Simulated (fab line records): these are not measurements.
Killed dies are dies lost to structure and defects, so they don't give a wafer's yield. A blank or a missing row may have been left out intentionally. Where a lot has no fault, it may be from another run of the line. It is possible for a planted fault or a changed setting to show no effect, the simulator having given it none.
A struck lot beside a sound one | flow nand-harc | 15 steps out of a route of 1159
Sound: wafers L448.2, L448.3, L448.4. Wafers L457.1, L457.4, L457.6 were the ones struck. Last of all comes the cause.
At each step with rows: each side's tool, then ch and its chambers, then its first start. Under that, the readings that differ: sound wafers | struck wafers | difference of the means | sigmas: that difference in standard deviations of wafers without a fault.
alike: words and numbers the same on both sides, and readings whose means are apart by under 2 such deviations; not compared: readings that were withheld, readings missing a value for some wafer, numbers with overlapping values and no deviation given by the record, and bounds like >300 which may hide the same value.
Wherever a step has rows on one side only, a row that says differs or no value, or a row with sigmas, the two part there. When numbers do not overlap yet have no deviation, they are printed without sigmas and do not part them. A reading that every wafer of one side lacks parts them only if that side has two wafers or more.

first, 5 steps without rows for these wafers: NHARC_P_M1_SOFTBAKE_04 (time 55 s); NHARC_P_M1_EBR_05; NHARC_P_M1_EXPOSE_06 (exposes mask P M1, target cd 130 nm); NHARC_P_M1_PEB_07 (peb time 65 s); NHARC_P_M1_DEVELOP_08 (develop time 35 s).
NHARC_P_M1_CD_MEAS_09: target cd 130 nm.
  sound on cd-sem-03 ch 0, day 8 15:15; struck on cd-sem-01 ch 0, day 9 08:47
  reading    | sound             | struck            | difference | sigmas
  cd-nm (nm) | 128.7 128.1 128.4 | 130.6 130.5 129.2 | +1.7       | +2
NHARC_P_M1_OVL_MEAS_10: pitch 260 nm.
  sound: overlay-02 at day 8 15:20; struck: overlay-02 at day 9 08:52
  alike: overlay-x-nm, overlay-y-nm
NHARC_P_M1_INSPECT_11:
  sound: defect-inspect-02 at day 8 15:22; struck: defect-inspect-01 at day 9 08:55
  alike: raw-defect-count
NHARC_P_M1_DESCUM_14: chemistry O2, time 3 s.
  sound on rie-diel-02 ch 1,2,3, day 8 15:26; struck on rie-diel-10 ch 0,1, day 9 08:58
  alike: drypump-motor-current-A, oes-product-au, rf-vpp-V, showerhead-plenum-p-Torr, throttle-valve-pct
  not compared: rf-hours-counter-h
NHARC_P_M1_ETCH_35: etches the open film in N2/H2, target depth 40 nm, overetch 12 nm, time 43.94 s.
  sound on rie-diel-02 ch 0,1,3, day 8 15:31; struck on rie-diel-10 ch 1,2,3, day 9 09:04
  alike: drypump-motor-current-A, h2-flow-sccm, oes-product-au, rf-vpp-V, showerhead-plenum-p-Torr, throttle-valve-pct
  not compared: rf-hours-counter-h
NHARC_P_M1_ETCH_15: etches the open film in C4F8/Ar, target depth 182.5 nm, time 91.2 s.
  sound: rie-diel-02 ch 1,2,3; struck: rie-diel-10 ch 0,2
  alike: oes-product-au, rf-vpp-V
  not compared: rf-hours-counter-h
NHARC_P_M1_CD_MEAS_16:
  sound: cd-sem-02 at day 8 15:45; struck: cd-sem-01 at day 9 09:17
  alike: cd-nm
NHARC_P_M1_STRIP_18: strips in N2/H2.
  sound on rie-diel-13 ch 0,1,2, day 8 15:49; struck on rie-diel-02 ch 0,3, day 9 09:21
  no value came back on the struck wafers for any of 10 readings (bias-w (W), chamber-pressure-mTorr (mTorr) and others); on the sound wafers bias-w (W) reads 0 0 0
NHARC_P_M1_ETCH_28: etches the open film in CF4/N2, target depth 30 nm, time 72.99 s.
  sound on rie-diel-13 ch 0,1,3; struck on rie-diel-02 ch 0,1, day 9 09:35
  alike: drypump-motor-current-A, oes-product-au, rf-vpp-V, showerhead-plenum-p-Torr, throttle-valve-pct
  not compared: rf-hours-counter-h
-- jump in the record: it breaks off in module P_M1 and resumes in module END (first step shown: number 1159 of the route), and 17 days separate the struck wafers' starts before and after --
NHARC_END_SORT_01:
  sound on prober-01 ch 0, day 24 21:00; struck on prober-01 ch 0, day 26 10:56
  reading                  | sound          | struck                                                               | difference                   | sigmas
  hold                     | - - -          | await-dispo/1.6h/scrap await-dispo/1.6h/scrap await-dispo/1.6h/scrap | no value on the sound wafers |
  defect-limited-yield (%) | 95.7 94.8 95.3 | 6.6 5.0 5.3                                                          | -89.6                        | -53
  killed-at-periphery      | 2 1 0          | 611 607 611                                                          | +609                         | +99 or more
  killed-dies              | 29 35 32       | 632 643 641                                                          | +607                         | +51
  sort_bin_2_pct (%)       | 1.6 1.3 1.2    | 91.0 91.1 91.0                                                       | +89.7                        | +99 or more
  sort-n-pass              | 648 642 645    | 45 34 36                                                             | -607                         | -51
  sort-rim-yield-pct (%)   | 99.1 96.2 97.2 | 24.5 0 22.6                                                          | -81.8                        | -41
  sort-yield-pct (%)       | 95.7 94.8 95.3 | 6.6 5.0 5.3                                                          | -89.6                        | -53
  alike: killed-at-array, killed-at-other, killed-open, killed-short, sort_bin_3_pct, sort_bin_4_pct

== WHERE THEY PART ==
Last at NHARC_END_SORT_01 as far as this record goes, first at NHARC_P_M1_CD_MEAS_09.

WHY: the cause the simulator had injected
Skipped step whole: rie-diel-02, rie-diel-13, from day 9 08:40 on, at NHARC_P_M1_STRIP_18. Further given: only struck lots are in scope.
